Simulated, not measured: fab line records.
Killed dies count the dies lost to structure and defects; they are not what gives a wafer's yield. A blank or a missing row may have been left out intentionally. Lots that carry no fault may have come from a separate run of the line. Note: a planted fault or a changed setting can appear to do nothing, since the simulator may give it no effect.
fab line records ; flow nandHarc
[record] lots = 14; wafers = 40; lastDay = 33
route steps=1302 shown A_BLC@1122 A_M0@1160
lots untouched by any fault: they come from a run of this same line in which no faults occurred
startH: the number of hours between the record's first day and the start of the first shown wafer of the lot ; waitH: hours elapsed since this lot's preceding step ; " unchanged from the row above ; L1.1+2: a single row standing in for several wafers ; - value missing, or start not given ; * or withheld: withheld ; < > ~ a bound
route shown NAME@n: a module of which the file shows steps, and the number in the route of the first ; usual: mean/standard deviation taken from wafers without a fault ; same: alike in all rows ; chamber/n: place in a boat ; sites: per-site readings ; _std_site: the values' standard deviation ; _edge_site: mean of outer sites minus mean of inner sites ; radiusMm: for every site, how far away it sits from the centre of the wafer ; mask NAME#n: copy n ; behind: the tool/chamber that last shaped the wafer ; hold: cause of the lot's hold/its duration in hours/its outcome ; device: the transistor (n, p or np) that didn't switch ; end of line: tests run on the same wafers once the route is complete ; where a step has no rows: the recipe by itself ; killed: not the wafer's yield, but the dies lost to structure and defects at the first sort ; map: per-die view of a wafer (x killed, . not killed, _ where there is no die)
set.NAME: the setting the step ran with; set.NAME@STEP: the setting that earlier step ran with ; model.NAME: the simulator's own value behind a step, which no gauge read
a sample of lots followed through the steps of the route, with each step as a table and each wafer as a row
services: when a tool's chamber went out of use (startH, in hours from the record's first day, below 0 if earlier), for how many hours, and the reason
[[steps]]
[step NHARC_A_BLC_ETCH_17]
[recipe] targetDepthA = 3900; overEtchFrac = 0.25; timeS = 609.38; ionEnergyEv = 200; n2FlowSccm = 150; h2FlowSccm = 150; arFlowSccm = 0; rfW = 400; biasW = 150; chemistry = N2/H2
[usual] drypumpMotorCurrentA = 5.9/0.44; n2FlowSccm = 150.0/0.49; oesProductAu = 0.998/0.0085; rfVppV = 430.3/1.9; showerheadPlenumPTorr = 2.03/0.066; throttleValvePct = 14.170/0.0095
[same] timeS = 609.38
lot.wafer;tool;chamber;startH;waitH;drypumpMotorCurrentA;n2FlowSccm;oesProductAu;rfHoursCounterH;rfVppV;showerheadPlenumPTorr;throttleValvePct
L873.1;rieDiel-01;3;-;-;6.2;150.1;1.008;8;434.8;2.15;14.159
L873.5;rieDiel-01;2;-;-;4.9;150.3;1.023;-;429.5;1.97;14.155
L873.6;rieDiel-01;3;-;-;6.2;150.8;1.017;-;433.8;2.15;14.158
L874.1;rieDiel-01;0;-;-;5.8;150.1;0.985;10;428.3;1.96;14.162
L874.5;rieDiel-01;0;-;-;5.8;150.0;0.988;-;428.2;1.96;14.167
L874.6;rieDiel-01;1;-;-;6.5;150.1;1.004;-;429.4;1.98;14.165
L876.1;rieDiel-06;2;-;-;5.7;151.1;1.005;3;431.5;2.03;14.163
L876.4;rieDiel-06;3;-;-;5.9;150.7;0.995;3;430.4;2.05;14.162
L876.6;rieDiel-06;0;-;-;6.2;150.2;0.995;-;430.8;2.07;14.162
L875.3;rieDiel-02;2;-;-;5.6;151.0;0.992;54;427.7;1.96;14.177
L875.5;rieDiel-02;3;-;-;5.8;150.3;0.982;-;432.1;2.18;14.163
L875.6;rieDiel-02;0;-;-;5.6;150.5;0.994;-;430.6;2.02;14.175
L878.2;rieDiel-01;3;-;-;6.2;149.9;0.998;10;433.2;2.15;14.161
L878.1;rieDiel-01;0;-;-;5.8;149.9;0.989;11;426.6;1.96;14.186
L878.5;rieDiel-01;1;-;-;6.5;150.1;0.998;-;428.9;1.98;14.159
L877.1;rieDiel-02;1;-;-;5.8;149.5;1.012;54;433.8;2.12;14.190
L877.4;rieDiel-02;3;-;-;5.8;149.6;0.986;58;433.4;2.18;14.155
L877.5;rieDiel-02;1;-;-;5.8;148.8;1.007;-;432.5;2.12;14.169
L879.2;rieDiel-01;3;-;-;6.2;150.6;0.996;0;433.1;2.15;14.156
L879.4;rieDiel-01;0;-;-;5.8;149.3;1.002;0;427.6;1.96;14.155
L879.3;rieDiel-01;2;-;-;4.9;150.4;1.005;0;427.5;1.97;14.169
L880.3;rieDiel-01;0;-;-;5.8;149.3;0.990;2;427.1;1.96;14.188
L880.4;rieDiel-01;0;-;-;5.8;149.4;1.001;-;428.3;1.96;14.180
L880.6;rieDiel-01;2;-;-;4.9;149.9;0.997;-;429.8;1.97;14.174
L886.4;rieDiel-06;2;-;-;5.7;150.2;1.004;10;430.2;2.03;14.183
L886.3;rieDiel-06;3;-;-;5.9;150.5;0.991;10;431.1;2.05;14.155
L886.5;rieDiel-06;2;-;-;5.7;150.0;1.004;-;430.5;2.03;14.163
L888.4;rieDiel-01;0;-;-;5.8;149.8;0.986;6;430.3;1.96;14.173
L888.6;rieDiel-01;0;-;-;5.8;149.7;0.983;-;428.8;1.96;14.167
L890.5;rieDiel-01;1;-;-;6.5;149.2;1.000;-;429.8;1.98;14.169
L890.6;rieDiel-01;2;-;-;4.9;149.8;1.008;-;428.3;1.97;14.188
L894.2;rieDiel-06;3;-;-;5.9;149.8;1.003;4;430.7;2.04;14.178
L894.4;rieDiel-06;1;-;-;6.0;149.8;0.993;3;431.8;2.03;14.171
L894.1;rieDiel-06;2;-;-;5.7;150.0;0.995;3;429.0;2.02;14.158
L895.4;rieDiel-06;3;-;-;5.9;150.1;0.991;5;430.2;2.04;14.190
L895.3;rieDiel-06;2;-;-;5.7;149.7;0.990;5;430.5;2.02;14.183
L895.5;rieDiel-06;0;-;-;6.2;149.3;0.983;-;430.5;2.06;14.171
L896.4;rieDiel-06;3;-;-;5.9;149.8;0.989;6;430.6;2.04;14.165
L896.6;rieDiel-06;3;-;-;5.9;149.9;1.002;-;429.7;2.04;14.166
L896.5;rieDiel-06;0;-;-;6.2;150.6;0.993;-;431.2;2.06;14.163
[step NHARC_A_BLC_CD_MEAS_19]
[usual] cdNm = 100.0/2.1
lot.wafer;tool;chamber;startH;waitH;cdNm
L873.1;cdSem-03;-;526.05;-;98.8
L873.5;cdSem-03;-;526.05;-;98.6
L873.6;cdSem-03;-;526.05;-;99.2
L874.1;cdSem-03;-;536.97;-;98.3
L874.5;cdSem-03;-;536.97;-;101.1
L874.6;cdSem-03;-;536.97;-;98.4
L876.1;cdSem-01;-;545.53;-;106.1
L876.4;cdSem-01;-;545.53;-;105.3
L876.6;cdSem-01;-;545.53;-;101.2
L875.3;cdSem-03;-;550.94;-;102.2
L875.5;cdSem-03;-;550.94;-;102.6
L875.6;cdSem-03;-;550.94;-;100.3
L878.1;cdSem-01;-;556.35;-;95.7
L878.2;cdSem-01;-;556.35;-;99.8
L878.5;cdSem-01;-;556.35;-;99.0
L877.1;cdSem-02;-;559.09;-;100.9
L877.4;cdSem-02;-;559.09;-;103.1
L877.5;cdSem-02;-;559.09;-;98.9
L879.2;cdSem-02;-;573.44;-;96.6
L879.3;cdSem-02;-;573.44;-;104.2
L879.4;cdSem-02;-;573.44;-;98.0
L880.3;cdSem-02;-;603.31;-;99.2
L880.4;cdSem-02;-;603.31;-;98.6
L880.6;cdSem-02;-;603.31;-;101.6
L886.3;cdSem-01;-;627.31;-;100.7
L886.4;cdSem-01;-;627.31;-;103.9
L886.5;cdSem-01;-;627.31;-;99.9
L888.4;cdSem-01;-;651.66;-;100.2
L888.6;cdSem-01;-;651.66;-;101.2
L890.5;cdSem-01;-;673.00;-;100.6
L890.6;cdSem-01;-;673.00;-;99.9
L894.1;cdSem-01;-;718.25;-;101.2
L894.2;cdSem-01;-;718.25;-;98.8
L894.4;cdSem-01;-;718.25;-;103.0
L895.3;cdSem-01;-;738.89;-;99.8
L895.4;cdSem-01;-;738.89;-;102.7
L895.5;cdSem-01;-;738.89;-;100.3
L896.4;cdSem-02;-;740.07;-;98.3
L896.5;cdSem-02;-;740.07;-;97.1
L896.6;cdSem-02;-;740.07;-;98.5
[step NHARC_A_BLC_DEGAS_30]
[recipe] tempC = 300; timeS = 60
[usual] heaterPowerW = 460/49
[same] timeS = 60
lot.wafer;tool;chamber;startH;waitH;heaterPowerW
L873.1;pvdSputter-02;-;526.68;-;355
L873.6;pvdSputter-02;-;526.68;-;563
L873.5;pvdSputter-02;-;526.68;-;461
L874.1;pvdSputter-02;-;537.59;-;426
L874.6;pvdSputter-02;-;537.59;-;456
L874.5;pvdSputter-02;-;537.59;-;426
L876.4;pvdSputter-03;-;546.13;-;545
L876.1;pvdSputter-03;-;546.13;-;492
L876.6;pvdSputter-03;-;546.13;-;444
L875.3;pvdSputter-02;-;551.55;-;448
L875.5;pvdSputter-02;-;551.55;-;450
L875.6;pvdSputter-02;-;551.55;-;423
L878.1;pvdSputter-03;-;556.97;-;459
L878.2;pvdSputter-03;-;556.97;-;552
L878.5;pvdSputter-03;-;556.97;-;457
L877.4;pvdSputter-02;-;559.69;-;420
L877.1;pvdSputter-02;-;559.69;-;570
L877.5;pvdSputter-02;-;559.69;-;427
L879.2;pvdSputter-03;-;574.04;-;452
L879.3;pvdSputter-03;-;574.04;-;489
L879.4;pvdSputter-03;-;574.04;-;468
L880.4;pvdSputter-01;-;603.92;-;471
L880.3;pvdSputter-01;-;603.92;-;438
L880.6;pvdSputter-01;-;603.92;-;440
L886.3;pvdSputter-01;-;627.91;-;442
L886.4;pvdSputter-01;-;627.91;-;469
L886.5;pvdSputter-01;-;627.91;-;432
L888.4;pvdSputter-01;-;652.28;-;464
L888.6;pvdSputter-01;-;652.28;-;443
L890.6;pvdSputter-01;-;673.66;-;477
L890.5;pvdSputter-01;-;673.66;-;444
L894.4;pvdSputter-01;-;718.85;-;448
L894.1;pvdSputter-01;-;718.85;-;433
L894.2;pvdSputter-01;-;718.85;-;437
L895.3;pvdSputter-02;-;739.56;-;462
L895.4;pvdSputter-02;-;739.56;-;430
L895.5;pvdSputter-02;-;739.56;-;562
L896.4;pvdSputter-01;-;740.68;-;466
L896.6;pvdSputter-01;-;740.68;-;449
L896.5;pvdSputter-01;-;740.68;-;461
[step NHARC_A_M0_ECD_22]
[recipe] targetThkA = 4000; bathTempC = 25; material = Cu
[usual] bathTempC = 25.00/0.12
lot.wafer;tool;chamber;startH;waitH;bathTempC
L873.1;ecdCu-02;0;530.50;-;25.04
L873.6;ecdCu-02;1;530.50;-;25.14
L873.5;ecdCu-02;0;530.50;-;25.11
L874.1;ecdCu-01;0;541.38;-;24.99
L874.5;ecdCu-01;1;541.38;-;24.93
L874.6;ecdCu-01;0;541.38;-;25.06
L876.1;ecdCu-01;0;549.89;-;24.90
L876.4;ecdCu-01;0;549.89;-;24.92
L876.6;ecdCu-01;1;549.89;-;24.95
L875.3;ecdCu-01;0;555.55;-;24.99
L875.6;ecdCu-01;1;555.55;-;24.99
L875.5;ecdCu-01;0;555.55;-;25.03
L878.2;ecdCu-02;0;560.75;-;25.08
L878.1;ecdCu-02;1;560.75;-;25.02
L878.5;ecdCu-02;0;560.75;-;25.05
L877.1;ecdCu-02;0;563.48;-;25.05
L877.4;ecdCu-02;1;563.48;-;25.03
L877.5;ecdCu-02;1;563.48;-;24.95
L879.2;ecdCu-01;0;577.79;-;25.01
L879.3;ecdCu-01;0;577.79;-;25.17
L879.4;ecdCu-01;1;577.79;-;25.27
L880.3;ecdCu-01;0;609.11;-;25.02
L880.4;ecdCu-01;1;609.11;-;24.85
L880.6;ecdCu-01;0;609.11;-;25.13
L886.3;ecdCu-01;1;631.75;-;25.01
L886.4;ecdCu-01;0;631.75;-;25.20
L886.5;ecdCu-01;0;631.75;-;25.28
L888.4;ecdCu-01;0;656.18;-;24.91
L888.6;ecdCu-01;1;656.18;-;24.93
L890.6;ecdCu-01;0;677.56;-;25.00
L890.5;ecdCu-01;1;677.56;-;24.92
L894.1;ecdCu-02;1;722.48;-;24.97
L894.2;ecdCu-02;0;722.48;-;24.95
L894.4;ecdCu-02;0;722.48;-;24.81
L895.4;ecdCu-02;1;743.43;-;24.91
L895.3;ecdCu-02;0;743.43;-;24.87
L895.5;ecdCu-02;0;743.43;-;25.12
L896.4;ecdCu-01;0;744.50;-;24.91
L896.5;ecdCu-01;0;744.50;-;24.94
L896.6;ecdCu-01;1;744.50;-;25.04
[step NHARC_A_M0_CMP_23]
[recipe] tOverpolishS = 20; targetThkNm = 113.75
[usual] edgeZonePressureFrac = 1.000/0.0049; motorCurrentA = 12.2/2; padLifeWafers = 196/120; slurryFilterDpKPa = 13.50/0.13; timeToEndpointS = 28.9/2.6
lot.wafer;tool;chamber;startH;waitH;edgeZonePressureFrac;motorCurrentA;padLifeWafers;slurryFilterDpKPa;timeToEndpointS
L873.1;cmp-02;0;531.26;-;1.000;12.2;369;13.50;31.7
L873.6;cmp-02;1;531.26;-;1.005;12.6;-;13.55;32.2
L873.5;cmp-02;2;531.26;-;0.995;10.9;-;13.32;30.9
L874.1;cmp-03;1;542.06;-;1.004;11.3;324;13.38;27.4
L874.5;cmp-03;1;542.06;-;1.004;10.9;-;13.57;25.2
L874.6;cmp-03;2;542.06;-;1.007;12.8;-;13.36;30.9
L876.4;cmp-03;2;550.64;-;0.997;12.5;373;13.40;30.6
L876.1;cmp-03;0;550.64;-;0.999;11.8;375;13.60;30.2
L876.6;cmp-03;1;550.64;-;1.009;11.2;-;13.67;29.1
L875.3;cmp-02;1;556.15;-;0.993;11.2;61;13.51;31.0
L875.6;cmp-02;0;556.15;-;0.998;12.2;-;13.56;28.4
L875.5;cmp-02;1;556.15;-;0.989;12.8;-;13.41;30.5
L878.1;cmp-03;1;561.49;-;1.007;10.2;7;13.48;28.3
L878.2;cmp-03;3;561.49;-;0.994;17.5;9;13.50;28.9
L878.5;cmp-03;1;561.49;-;1.006;10.9;-;13.68;29.9
L877.1;cmp-01;0;564.23;-;1.003;11.0;247;13.71;31.1
L877.4;cmp-01;1;564.23;-;1.003;13.2;248;13.45;26.7
L877.5;cmp-01;3;564.23;-;0.993;11.3;-;13.64;23.9
L879.2;cmp-03;0;578.50;-;1.000;11.5;78;13.51;27.9
L879.3;cmp-03;1;578.50;-;1.000;10.1;79;13.28;31.0
L879.4;cmp-03;2;578.50;-;1.006;12.2;80;13.32;32.6
L880.4;cmp-01;0;609.76;-;0.994;11.2;78;13.72;30.3
L880.3;cmp-01;3;609.76;-;0.999;11.1;81;13.48;25.4
L880.6;cmp-01;0;609.76;-;0.998;10.9;-;13.59;29.7
L886.3;cmp-02;0;632.42;-;0.993;12.8;343;13.32;26.8
L886.4;cmp-02;1;632.42;-;0.993;11.8;344;13.48;29.4
L886.5;cmp-02;0;632.42;-;0.994;12.0;-;13.60;27.1
L888.4;cmp-01;2;656.75;-;1.002;11.1;264;13.56;27.1
L888.6;cmp-01;2;656.75;-;0.995;10.9;-;13.27;9.4
L890.6;cmp-02;2;678.19;-;0.998;11.3;-;13.38;12.0
L890.5;cmp-02;3;678.19;-;1.006;11.0;-;13.26;28.9
L894.4;cmp-01;3;723.25;-;0.994;11.8;175;13.63;25.8
L894.1;cmp-01;0;723.25;-;1.009;10.7;176;13.57;29.0
L894.2;cmp-01;1;723.25;-;0.991;12.4;177;13.32;26.7
L895.4;cmp-01;2;744.05;-;0.989;10.8;252;13.50;29.9
L895.3;cmp-01;3;744.05;-;1.012;11.6;253;13.45;27.6
L895.5;cmp-01;3;744.05;-;1.007;11.8;-;13.79;26.8
L896.4;cmp-03;0;745.21;-;1.004;12.7;363;13.45;30.6
L896.6;cmp-03;1;745.21;-;1.002;10.6;-;13.33;26.8
L896.5;cmp-03;2;745.21;-;1.006;12.6;-;13.60;28.0
[[services]]
tool;chamber;startH;hours;kind
ecdCu-01;-;506.13;3.9;repair
ecdCu-01;-;512.00;8.0;pm
rieDiel-01;2;553.03;9.4;repair
cmp-03;-;554.20;4.0;pm
rieDiel-01;-;558.12;9.0;pm
ecdCu-02;-;578.49;3.6;repair
pvdSputter-01;-;582.00;10.0;pm
cmp-03;-;584.34;1.1;repair
ecdCu-02;-;589.20;12.4;repair
ecdCu-01;-;600.97;6.5;repair
cmp-03;-;601.93;0.9;repair
rieDiel-01;1;601.98;3.9;repair
rieDiel-06;0;604.93;7.4;repair
rieDiel-06;3;636.91;6.2;repair
pvdSputter-02;-;638.21;10.0;pm
cmp-03;-;641.63;0.5;repair
cmp-03;-;652.20;4.0;pm
rieDiel-06;-;661.20;9.0;pm
rieDiel-01;0;665.49;9.5;repair
ecdCu-01;-;688.00;8.0;pm
pvdSputter-02;-;693.21;11.4;repair
rieDiel-01;0;711.86;6.3;repair
rieDiel-01;2;714.35;63.7;repair
rieDiel-01;-;735.12;9.0;pm
[[key]]
[firstSign] step = NHARC_A_M0_CMP_23; reading = timeToEndpointS; direction = down; sigmas = 6.9; usual = *; struck = *
effect none on later readings
metAt NHARC_A_M0_ECD_22
struckLots L888,L890
struckWafers L888.6,L890.6
sortLeftOut L888.6,L890.6
notActingAt NHARC_A_BLC_ETCH_17,NHARC_A_BLC_CD_MEAS_19,NHARC_A_BLC_DEGAS_30
onsetBetween 631.75 656.18
[fault] kind = processParameterDrift; tool = ecdCu-01; chamber = -; onsetH = 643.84; steps = NHARC_A_M0_ECD_22; channel = targetThkA; offset = *; shape = step; endH = 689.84; scope = struckWafersOnly; actsIn = *; stated = *
// sortLeftOut: the simulated sort isn't trusted on such a fault, so these wafers' sort isn't shown, and their yield isn't known
